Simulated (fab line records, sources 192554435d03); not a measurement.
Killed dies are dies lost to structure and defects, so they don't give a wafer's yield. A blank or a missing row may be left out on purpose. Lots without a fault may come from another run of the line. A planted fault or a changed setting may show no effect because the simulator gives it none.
Which tool did it? | flow n5_finfet | 24 lots, 72 wafers sampled, at 6 steps of a route of 1938

WHAT THE GAUGES READ, wafer by wafer
N5_ILD0_THK_MEAS_13.
lot  | measured    | on            | thk_nm (nm)
L074 | day 3 17:32 | film_metro-02 | 18.1 16.5 18.4
L075 | day 3 23:26 | film_metro-01 | 18.5 19.8 19.7
L076 | day 4 06:12 | film_metro-01 | 19.6 18.9 18.3
L077 | day 4 10:41 | film_metro-02 | 17.6 18.7 18.5
L078 | day 4 16:00 | film_metro-01 | 16.6 17.7 15.8
L079 | day 4 22:14 | film_metro-02 | 19.3 19.1 19.2
L080 | day 5 08:56 | film_metro-01 | 17.5 16.7 19.3
L081 | day 5 10:59 | film_metro-01 | 19.2 19.7 18.8
L082 | day 5 16:56 | film_metro-02 | 17.7 18.3 17.4
L083 | day 6 00:58 | film_metro-01 | 15.6 17.2 18.6
L084 | day 6 10:08 | film_metro-02 | 20.2 18.8 19.5
L085 | day 6 13:32 | film_metro-01 | 19.0 18.4 18.9
L086 | day 6 20:53 | film_metro-01 | 17.3 17.7 17.7
L087 | day 7 06:46 | film_metro-02 | 18.4 18.5 18.4
L088 | day 7 07:47 | film_metro-02 | 18.6 17.1 18.1
L089 | day 7 13:58 | film_metro-02 | 18.8 18.2 18.3
L090 | day 7 23:16 | film_metro-02 | 17.8 18.6 16.9
L091 | day 8 02:10 | film_metro-02 | 16.5 20.0 19.3
L092 | day 8 11:56 | film_metro-01 | 19.6 16.7 16.3
L093 | day 8 15:13 | film_metro-01 | 16.1 16.3 15.8
L094 | day 8 19:20 | film_metro-01 | 18.3 18.2 18.1
L095 | day 9 02:33 | film_metro-01 | 17.6 18.2 18.1
L096 | day 9 06:33 | film_metro-01 | 17.6 17.2 19.2
L097 | day 9 13:59 | film_metro-02 | 18.9 18.8 18.9

N5_ILD0_INSPECT_06: inspects for defects (darkfield).
lot  | measured    | on                | raw_defect_count
L074 | day 3 17:34 | defect_inspect-02 | 68 72 49
L075 | day 3 23:27 | defect_inspect-01 | 26 24 43
L076 | day 4 06:14 | defect_inspect-01 | 30 10 25
L077 | day 4 10:43 | defect_inspect-02 | 21 49 30
L078 | day 4 16:02 | defect_inspect-01 | 23 10 21
L079 | day 4 22:15 | defect_inspect-02 | 36 38 33
L080 | day 5 08:58 | defect_inspect-01 | 74 50 58
L081 | day 5 11:01 | defect_inspect-01 | 18 43 45
L082 | day 5 16:58 | defect_inspect-01 | 52 40 47
L083 | day 6 00:59 | defect_inspect-02 | 32 73 20
L084 | day 6 10:10 | defect_inspect-01 | 42 40 38
L085 | day 6 13:33 | defect_inspect-01 | 15 29 26
L086 | day 6 20:55 | defect_inspect-01 | 34 35 44
L087 | day 7 06:47 | defect_inspect-02 | 47 49 51
L088 | day 7 07:49 | defect_inspect-02 | 36 41 71
L089 | day 7 13:59 | defect_inspect-02 | 128 56 52
L090 | day 7 23:17 | defect_inspect-02 | 29 49 27
L091 | day 8 02:11 | defect_inspect-02 | 37 19 54
L092 | day 8 11:58 | defect_inspect-02 | 49 32 25
L093 | day 8 15:14 | defect_inspect-01 | 11 29 22
L094 | day 8 19:22 | defect_inspect-02 | 15 41 28
L095 | day 9 02:34 | defect_inspect-01 | 22 20 10
L096 | day 9 06:35 | defect_inspect-02 | 47 34 26
L097 | day 9 14:01 | defect_inspect-01 | 25 36 47

N5_HKMG_FIN_CD_MEAS_49: target cd 202 nm.
lot  | measured    | on        | cd_nm (nm)
L074 | day 4 00:05 | cd_sem-02 | 200.8 201.3 201.1
L075 | day 4 06:36 | cd_sem-01 | 202.2 202.1 202.4
L076 | day 4 12:38 | cd_sem-01 | 202.8 201.8 202.2
L077 | day 4 16:51 | cd_sem-03 | 203.5 202.4 202.5
L078 | day 4 23:15 | cd_sem-01 | 203.1 201.6 201.3
L079 | day 5 04:25 | cd_sem-03 | 202.2 202.0 201.7
L080 | day 5 16:48 | cd_sem-01 | 202.5 202.5 202.8
L081 | day 5 19:03 | cd_sem-01 | 202.5 202.2 201.8
L082 | day 6 00:42 | cd_sem-03 | 202.4 201.7 202.7
L083 | day 6 09:38 | cd_sem-01 | 203.1 203.0 202.6
L084 | day 6 16:23 | cd_sem-01 | 201.4 201.7 202.2
L085 | day 6 19:39 | cd_sem-01 | 202.1 202.3 202.0
L086 | day 7 02:53 | cd_sem-02 | 203.3 203.1 202.7
L087 | day 7 13:02 | cd_sem-02 | 202.8 202.8 202.2
L088 | day 7 15:01 | cd_sem-01 | 201.5 201.5 201.4
L089 | day 7 19:59 | cd_sem-01 | 201.8 201.9 201.2
L090 | day 8 06:55 | cd_sem-02 | 202.0 201.2 201.5
L091 | day 8 08:09 | cd_sem-02 | 201.6 200.9 200.7
L092 | day 8 18:35 | cd_sem-01 | 201.3 201.3 201.1
L093 | day 8 22:34 | cd_sem-02 | 201.8 201.5 202.2
L094 | day 9 02:39 | cd_sem-03 | 201.4 202.4 201.4
L095 | day 9 08:30 | cd_sem-03 | 201.4 201.6 202.4
L096 | day 9 13:00 | cd_sem-03 | 201.9 201.6 202.5
L097 | day 9 20:37 | cd_sem-02 | 200.9 200.9 201.1

N5_HKMG_FIN_THK_MEAS_70: measures by xrf.
lot  | measured    | on            | HK_THK (nm)
L074 | day 4 02:56 | film_metro-01 | 1.613 1.596 1.616
L075 | day 4 09:08 | film_metro-01 | 1.612 1.617 1.595
L076 | day 4 15:08 | film_metro-02 | 1.673 1.624 1.585
L077 | day 4 20:30 | film_metro-02 | 1.604 1.624 1.626
L078 | day 5 02:04 | film_metro-02 | 1.647 1.615 1.577
L079 | day 5 07:38 | film_metro-02 | 1.599 1.618 1.569
L080 | day 5 20:02 | film_metro-02 | 1.575 1.602 1.602
L081 | day 5 22:30 | film_metro-02 | 1.629 1.604 1.579
L082 | day 6 04:08 | film_metro-01 | 1.612 1.608 1.606
L083 | day 6 12:20 | film_metro-02 | 1.589 1.624 1.606
L084 | day 6 19:01 | film_metro-01 | 1.626 1.595 1.609
L085 | day 6 22:11 | film_metro-02 | 1.580 1.605 1.618
L086 | day 7 05:23 | film_metro-01 | 1.606 1.610 1.606
L087 | day 7 15:34 | film_metro-02 | 1.643 1.577 1.619
L088 | day 7 17:42 | film_metro-01 | 1.596 1.608 1.615
L089 | day 7 22:29 | film_metro-01 | 1.601 1.617 1.606
L090 | day 8 09:51 | film_metro-02 | 1.616 1.651 1.630
L091 | day 8 10:46 | film_metro-02 | 1.617 1.646 1.626
L092 | day 8 21:16 | film_metro-01 | 1.629 1.597 1.615
L093 | day 9 01:05 | film_metro-01 | 1.574 1.574 1.575
L094 | day 9 05:15 | film_metro-02 | 1.634 1.617 1.581
L095 | day 9 11:07 | film_metro-01 | 1.591 1.582 1.616
L096 | day 9 15:30 | film_metro-01 | 1.583 1.590 1.590
L097 | day 9 23:24 | film_metro-02 | 1.601 1.640 1.596

WHICH TOOL RAN EACH LOT (tool, then ch and the chambers of the sampled wafers, then the start)
lot  | N5_SDB_HM_DEP_00               | N5_HKMG_FIN_ETCH_55
L074 | pecvd-01 ch 0,1,2, day 3 17:37 | rie_diel-01 ch 0,2,3, day 4 00:16
L075 | pecvd-04 ch 0,1, day 3 23:29   | rie_diel-02 ch 0,1,2, day 4 06:47
L076 | pecvd-01 ch 0,1, day 4 06:16   | rie_diel-06 ch 0,1,2, day 4 12:49
L077 | pecvd-01 ch 0,2, day 4 10:45   | rie_diel-01 ch 1,2, day 4 18:02
L078 | pecvd-01 ch 0,1,2, day 4 16:04 | rie_diel-02 ch 2,3, day 4 23:28
L079 | pecvd-04 ch 0,1,2, day 4 22:17 | rie_diel-01 ch 0,1,2, day 5 05:12
L080 | pecvd-04 ch 1,2, day 5 08:59   | rie_diel-06 ch 0,2,3, day 5 17:44
L081 | pecvd-04 ch 0,1, day 5 11:03   | rie_diel-06 ch 0,2, day 5 20:11
L082 | pecvd-04 ch 0,2, day 5 17:00   | rie_diel-01 ch 0,2, day 6 01:49
L083 | pecvd-04 ch 0,1,2, day 6 01:02 | rie_diel-01 ch 1,2, day 6 09:48
L084 | pecvd-01 ch 0,2, day 6 10:13   | rie_diel-01 ch 0,1,2, day 6 16:34
L085 | pecvd-03 ch 0,1, day 6 13:35   | rie_diel-02 ch 0,1, day 6 19:50
L086 | pecvd-03 ch 1,2, day 6 20:57   | rie_diel-06 ch 1,2,3, day 7 03:04
L087 | pecvd-04 ch 0,1,2, day 7 06:49 | rie_diel-01 ch 0,3, day 7 13:13
L088 | pecvd-03 ch 0,1, day 7 07:51   | rie_diel-02 ch 0,2, day 7 15:14
L089 | pecvd-01 ch 1,2, day 7 14:02   | rie_diel-01 ch 0,1,3, day 7 20:10
L090 | pecvd-01 ch 1,2, day 7 23:20   | rie_diel-01 ch 0,1,3, day 8 07:05
L091 | pecvd-03 ch 0,1, day 8 02:13   | rie_diel-06 ch 1,2,3, day 8 08:20
L092 | pecvd-04 ch 0,1,2, day 8 11:59 | rie_diel-06 ch 0,1,3, day 8 18:55
L093 | pecvd-03 ch 0,2, day 8 15:16   | rie_diel-06 ch 1,3, day 8 22:46
L094 | pecvd-03 ch 0,1,2, day 8 19:23 | rie_diel-06 ch 0,1,2, day 9 02:51
L095 | pecvd-03 ch 1,2, day 9 02:37   | rie_diel-02 ch 0,1,2, day 9 08:41
L096 | pecvd-03 ch 1,2, day 9 06:37   | rie_diel-02 ch 0,2, day 9 13:11
L097 | pecvd-01 ch 0,1, day 9 14:03   | rie_diel-06 ch 0,1,3, day 9 20:48
- N5_SDB_HM_DEP_00: deposits SiNx from SiH4/NH3/N2, target thk 40 nm, time 35.3 s.
- N5_HKMG_FIN_ETCH_55: etches SOC in N2/H2, target depth 240 nm, time 300 s.

WHAT THE TOOLS THEMSELVES READ (means of the sampled wafers that have a number; where no wafer has one, the mark that the record gives instead)
N5_SDB_HM_DEP_00.
lot  | tool     | heater_power_w (W) | showerhead_plenum_p_Torr (Torr) | throttle_valve_pct (%)
L074 | pecvd-01 | 761                | 5.18                            | 39
L075 | pecvd-04 | 766                | 5.13                            | 45
L076 | pecvd-01 | 863                | 5.14                            | 39
L077 | pecvd-01 | 773                | 5.22                            | 40
L078 | pecvd-01 | 823                | 5.18                            | 40
L079 | pecvd-04 | 784                | 5.10                            | 42
L080 | pecvd-04 | 753                | 5.10                            | 39
L081 | pecvd-04 | 773                | 5.13                            | 43
L082 | pecvd-04 | 800                | 5.10                            | 44
L083 | pecvd-04 | 822                | 5.10                            | 42
L084 | pecvd-01 | 791                | 5.21                            | 40
L085 | pecvd-03 | 751                | 5.25                            | 42
L086 | pecvd-03 | 787                | 5.17                            | 40
L087 | pecvd-04 | 816                | 5.11                            | 42
L088 | pecvd-03 | 688                | 5.24                            | 42
L089 | pecvd-01 | 796                | 5.13                            | 38
L090 | pecvd-01 | 832                | 5.12                            | 38
L091 | pecvd-03 | 745                | 5.22                            | 40
L092 | pecvd-04 | 769                | 5.10                            | 42
L093 | pecvd-03 | 713                | 5.17                            | 39
L094 | pecvd-03 | 796                | 5.19                            | 40
L095 | pecvd-03 | 738                | 5.21                            | 41
L096 | pecvd-03 | 777                | 5.22                            | 41
L097 | pecvd-01 | 845                | 5.16                            | 39

N5_HKMG_FIN_ETCH_55.
lot  | tool        | drypump_motor_current_A (A) | oes_product_au (a.u.) | rf_vpp_V (V) | showerhead_plenum_p_Torr (Torr) | temp_c (C) | throttle_valve_pct (%)
L074 | rie_diel-01 | 5.8                         | 0.74                  | 523.6        | 2.53                            | 39.90      | 17.88
L075 | rie_diel-02 | 5.5                         | 0.70                  | 520.6        | 2.41                            | 40.03      | 17.96
L076 | rie_diel-06 | 5.3                         | 0.82                  | 522.9        | 2.53                            | 39.90      | 17.89
L077 | rie_diel-01 | 6.2                         | 0.71                  | 522.9        | 2.51                            | 40.00      | 18.09
L078 | rie_diel-02 | 5.8                         | 0.69                  | 518.8        | 2.42                            | 40.03      | 18.03
L079 | rie_diel-01 | 6.0                         | 0.74                  | 524.2        | 2.53                            | 39.93      | 17.93
L080 | rie_diel-06 | 5.5                         | 0.76                  | 523.0        | 2.50                            | 39.91      | 17.99
L081 | rie_diel-06 | 5.5                         | 0.82                  | 522.9        | 2.53                            | 39.94      | 18.05
L082 | rie_diel-01 | 5.7                         | 0.76                  | 523.9        | 2.54                            | 39.90      | 17.76
L083 | rie_diel-01 | 5.7                         | 0.70                  | 522.6        | 2.50                            | 40.11      | 18.00
L084 | rie_diel-01 | 5.9                         | 0.72                  | 522.8        | 2.52                            | 39.97      | 17.96
L085 | rie_diel-02 | 5.5                         | 0.69                  | 519.3        | 2.40                            | 39.83      | 17.86
L086 | rie_diel-06 | 5.2                         | 0.88                  | 524.4        | 2.55                            | 39.95      | 17.66
L087 | rie_diel-01 | 6.1                         | 0.89                  | 523.5        | 2.52                            | 40.06      | 17.72
L088 | rie_diel-02 | 5.5                         | 0.91                  | 525.1        | 2.62                            | 40.02      | 17.79
L089 | rie_diel-01 | 6.3                         | 0.90                  | 523.1        | 2.52                            | 39.98      | 17.77
L090 | rie_diel-01 | 6.3                         | 0.88                  | 523.0        | 2.51                            | 39.91      | 17.78
L091 | rie_diel-06 | 5.2                         | 0.87                  | 524.1        | 2.54                            | 39.98      | 17.68
L092 | rie_diel-06 | 5.3                         | 0.89                  | 525.2        | 2.59                            | 39.96      | 17.60
L093 | rie_diel-06 | 5.2                         | 0.88                  | 522.6        | 2.51                            | 40.09      | 17.50
L094 | rie_diel-06 | 5.3                         | 0.87                  | 525.8        | 2.62                            | 40.03      | 17.79
L095 | rie_diel-02 | 5.5                         | 0.77                  | 522.5        | 2.51                            | 40.11      | 17.87
L096 | rie_diel-02 | 5.5                         | 0.87                  | 525.0        | 2.62                            | 39.90      | 17.82
L097 | rie_diel-06 | 5.3                         | 0.88                  | 524.9        | 2.59                            | 40.11      | 17.61

THE ANSWER, worked out from the rows above alone
Rule: what is usual is taken from the lots themselves. Put in order of their means at a reading, lots are off if they are a third of the lots or fewer, leave a main group of 4 or more, and stand apart from it by a gap of 3 or more times the standard deviation of the main group's means; of several such gaps the widest counts. A main group whose means are all the same, to the digits that the tables above print for the reading, isn't used. A lot without any number at a reading at which 4 lots or more have one is off too. The other lots that the step has rows for count as sound. The gauges are gone through in route order, then the tools' own readings, and for those a lot's mean is taken as printed above. The first step at which some lot is off is used, and at that step the reading that is off furthest; a lot without a number counts as furthest.
No lot is off at any reading shown: from this, nothing can be told.

WHAT THE SIMULATOR HAD PUT IN
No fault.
